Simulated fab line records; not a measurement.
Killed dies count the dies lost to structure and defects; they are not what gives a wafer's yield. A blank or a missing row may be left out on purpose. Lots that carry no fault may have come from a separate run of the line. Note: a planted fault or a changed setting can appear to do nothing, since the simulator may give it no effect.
Comparing a struck lot with a sound one ; flow n5 finfet ; 36 steps out of a route of 1938
Sound: the wafers L944.1, L944.3, L944.5. Wafers struck: L951.3, L951.5, L951.6. Last of all comes the cause.
At each step with rows: each side's tool, then ch and its chambers, then its first start. Under that, the readings that differ: sound wafers ; struck wafers ; difference of the means ; sigmas: that difference in standard deviations of wafers without a fault.
alike: readings with means less than 2 such deviations apart, plus words and numbers identical on both sides. not compared: withheld readings, readings lacking a value on some wafer, bounds such as >300 that could conceal the same value, and numbers that have no deviation in the record and whose values overlap.
The two part at a step that has a row with sigmas, a row that says differs or no value, or rows on one side only. Numbers that don't overlap but have no deviation are shown without sigmas and don't part them. A reading that every wafer of one side lacks parts them only if that side has two wafers or more.

first, 9 steps without rows for these wafers: N5_BEOL_M8_ILD_DEP_00 (deposits SiCOH lowk from DEMS/porogen, target thk 179.75 nm, time 33.4 s); N5_BEOL_M8_CURE_74 (cures SiCOH lowk, time 240 s); N5_BEOL_M8_PECVD_70 (deposits SiO2 from TEOS/O2, target thk 20 nm, time 22.7 s); N5_BEOL_M8_HM_DEP_02 (deposits TiN, target thk 20 nm); N5_BEOL_M8_COAT_59 (time 60 s, resist thk 100 nm); N5_BEOL_M8_COAT_60 (time 60 s, resist thk 35 nm); N5_BEOL_M8_COAT_05 (resist thk 90 nm); N5_BEOL_M8_EBR_07; N5_BEOL_M8_SOFTBAKE_06 (time 60 s).
N5_BEOL_M8_EXPOSE_08: exposes mask M8.
  sound on arfi scanner-01 ch 0, day 10 11:45; struck on arfi scanner-01 ch 0, day 12 09:03
reading;sound;struck;difference;sigmas
exposure dose mJ cm2;68.29 68.32 68.26;74.13 74.05 74.02;+5.78;+22
  alike: mask, focus offset nm, stage vel mm s
then, 2 steps without rows for these wafers: N5_BEOL_M8_PEB_09 (peb time 60 s); N5_BEOL_M8_DEVELOP_10 (develop time 30 s).
N5_BEOL_M8_CD_MEAS_11 targets a cd of 38.5 nm.
  sound on cd sem-02 ch 0, day 10 11:53; struck on cd sem-02 ch 0, day 12 09:10
reading;sound;struck;difference;sigmas
cd nm (nm);39.2 38.8 39.0;42.9 42.4 42.3;+3.5;+8
then, 1 step without rows for these wafers: N5_BEOL_M8_DESCUM_16 (chemistry O2, time 7.9 s).
N5_BEOL_M8_ETCH_61: etches SiARC in CF4, target depth 45.5 nm, time 75.8 s.
  sound on rie diel-03 ch 1,3, day 10 12:01; struck on rie diel-06 ch 0,2,3, day 12 09:23
reading;sound;struck;difference;sigmas
model.BEOL_M8.cd offset nm (nm);0.6 0.2 0.2;4.2 3.8 3.6;+3.5;
  alike: drypump motor current A, etch rf on time s, oes product au, rf vpp V, showerhead plenum p Torr, throttle valve pct
  not compared: rf hours counter h
then, 3 steps without rows for these wafers: N5_BEOL_M8_ETCH_62 (etches SOC in N2/H2, target depth 110 nm, overetch 22 nm, time 165 s); N5_BEOL_M8_STRIP_68 (strips in N2/H2); N5_BEOL_M8_STRIP_67 (strips in CF4).
N5_BEOL_M8_HM_OPEN_17: chemistry Cl2/BCl3, target TiN, target depth 20 nm, overetch 6 nm.
  sound on rie metal-02 ch 0,1, day 10 12:15; struck on rie metal-02 ch 1, day 12 09:41
reading;sound;struck;difference;sigmas
model.BEOL_M8.cd offset nm (nm);0.4 0.2 0.2;3.6 4 3.4;+3.4;
  alike: drypump motor current A, he backside leak sccm, oes product au, throttle valve pct
  not compared: rf hours counter h
then, 1 step without rows for these wafers: N5_BEOL_M8_STRIP_19 (strips in O2).
N5_BEOL_M8_CD_MEAS_18: pitch 80 nm, target cd 40 nm.
  sound: cd sem-01 at day 10 12:26; struck: cd sem-01 at day 12 09:54
reading;sound;struck;difference;sigmas
cd nm (nm);40.3 40.0 39.9;43.5 44.4 43.7;+3.8;+7
then, 13 steps without rows for these wafers: N5_BEOL_M8_COAT_63 (time 60 s, resist thk 60 nm); N5_BEOL_M8_COAT_64 (time 60 s, resist thk 12 nm); N5_BEOL_M8_COAT_71 (time 60 s, resist thk 5 nm); N5_BEOL_M8_COAT_22 (resist thk 30 nm); N5_BEOL_M8_EBR_24; N5_BEOL_M8_SOFTBAKE_23 (time 60 s); N5_BEOL_M8_EXPOSE_25 (exposes mask V7, target cd 40 nm); N5_BEOL_M8_PEB_26 (peb time 60 s); N5_BEOL_M8_DEVELOP_27 (develop time 30 s); N5_BEOL_M8_DESCUM_33 (chemistry O2, time 7 s); N5_BEOL_M8_ETCH_72 (etches underlayer in N2/H2, target depth 6.5 nm, time 5.2 s); N5_BEOL_M8_ETCH_65 (etches SiARC in CF4, target depth 15.6 nm, time 26 s); N5_BEOL_M8_ETCH_66 (etches SOC in N2/H2, target depth 80 nm, overetch 16 nm, time 120 s).
-- here the record skips 2 days between the struck wafers' starts before and after, leaving off in module BEOL_M8 and picking up in module BEOL_M15 (first step shown: number 1830 of the route) --
N5_BEOL_M15_RC_MEAS_101:
  sound on prober-02 ch 0, day 12 15:25; struck on prober-02 ch 0, day 14 16:14
reading;sound;struck;difference;sigmas
COMB_M11 (S/m);9e-12 1.2e-11 8e-12;2e-11 1.6e-11 1.3e-11;+7e-12;+2
SERP_M8 (ohm/um);13.8 13.9 13.6;11.9 11.5 12.4;-1.8;-3
SERP_M8_max_site (ohm/um);14.3 14.4 13.8;12.3 11.8 13.1;-1.8;-3
  alike: COMB_M10, COMB_M12, COMB_M13, COMB_M14, COMB_M15, COMB_M15_max_site, COMB_M5, COMB_M6, COMB_M7, COMB_M8, COMB_M9, COMB_M9_max_site, SERP_M10, SERP_M11, SERP_M12, SERP_M13, SERP_M14, SERP_M5, SERP_M6, SERP_M6_max_site, SERP_M7, SERP_M9
N5_PASSIVATION_PROBE_49:
  rows exist in the record for the struck wafers here (prober-02, day 15 07:07), but not for the sound ones

## WHERE THEY PART
At N5_BEOL_M8_EXPOSE_08 first; at N5_PASSIVATION_PROBE_49 last (within this record only).

WHY: the cause the simulator had injected
Process parameters drifting: arfi scanner-01 at N5_BEOL_M8_EXPOSE_08, beginning at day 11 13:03. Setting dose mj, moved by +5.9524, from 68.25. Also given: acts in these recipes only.
